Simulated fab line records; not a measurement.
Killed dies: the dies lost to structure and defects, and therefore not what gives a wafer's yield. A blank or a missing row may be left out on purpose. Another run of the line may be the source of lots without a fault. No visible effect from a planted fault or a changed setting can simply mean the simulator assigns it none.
A single fault, viewed from 2 desks    flow n5 finfet    numbers are kept per desk, each desk with only its own; the story behind them comes last

== AT THE METROLOGY DESK ==
Lot by lot, what the gauges showed, no matter which tool ran the lot: averages of those sampled wafers that carry a number. A lot is out of limits, marked OUT, if its mean lies more than 4 standard deviations from the usual mean; the brackets give that distance.
Columns: A = M8_ILD_THK at N5_BEOL_M8_THK_MEAS_01, usual 154.6 nm
lot   first seen here  A
L608  day 9 10:22      155.2
L609  day 10 07:07     152.4
L616  day 11 09:30     149.7
L618  day 11 23:51     152.2
L620  day 12 05:25     155.0
L621  day 12 15:10     153.4
L622  day 12 20:44     155.6
L623  day 13 03:02     155.1
L627  day 14 08:32     154.1
L629  day 14 11:38     155.3
L628  day 14 12:01     154.2
This desk found nothing out of limits on any of the 11 lots.

== DESK OF THE TOOL OWNER: pecvd-01 ==
The tool's own readings at N5_BEOL_M8_ILD_DEP_00 (deposits SiCOH lowk from DEMS/porogen, target thk 179.75 nm, time 33.4 s): means of the sampled wafers that have a number, for each lot that ran on this tool. A lot is out of limits, marked OUT, if its mean lies more than 4 standard deviations from the usual mean; the brackets give that distance.
Columns: A = heater power w at N5_BEOL_M8_ILD_DEP_00, usual 308 W; B = showerhead plenum p Torr at N5_BEOL_M8_ILD_DEP_00, usual 5.728 Torr; C = susceptor temp C at N5_BEOL_M8_ILD_DEP_00, usual 299.98 C; D = throttle valve pct at N5_BEOL_M8_ILD_DEP_00, usual 14.1 %
lot   first seen here  A    B      C       D
L608  day 9 09:18      360  5.716  300.03  13.8
L616  day 11 08:25     257  5.711  300.04  14.2
L618  day 11 23:17     289  5.717  300.07  14.2
L628  day 14 10:58     344  5.720  299.90  14.1
This desk found nothing out of limits on any of the 4 lots.

== PUT TOGETHER ==
Nothing out of limits was seen by the metrology desk.
Nothing out of limits was seen by the tool owner's desk.

== WHAT THE SIMULATOR PUT IN ==
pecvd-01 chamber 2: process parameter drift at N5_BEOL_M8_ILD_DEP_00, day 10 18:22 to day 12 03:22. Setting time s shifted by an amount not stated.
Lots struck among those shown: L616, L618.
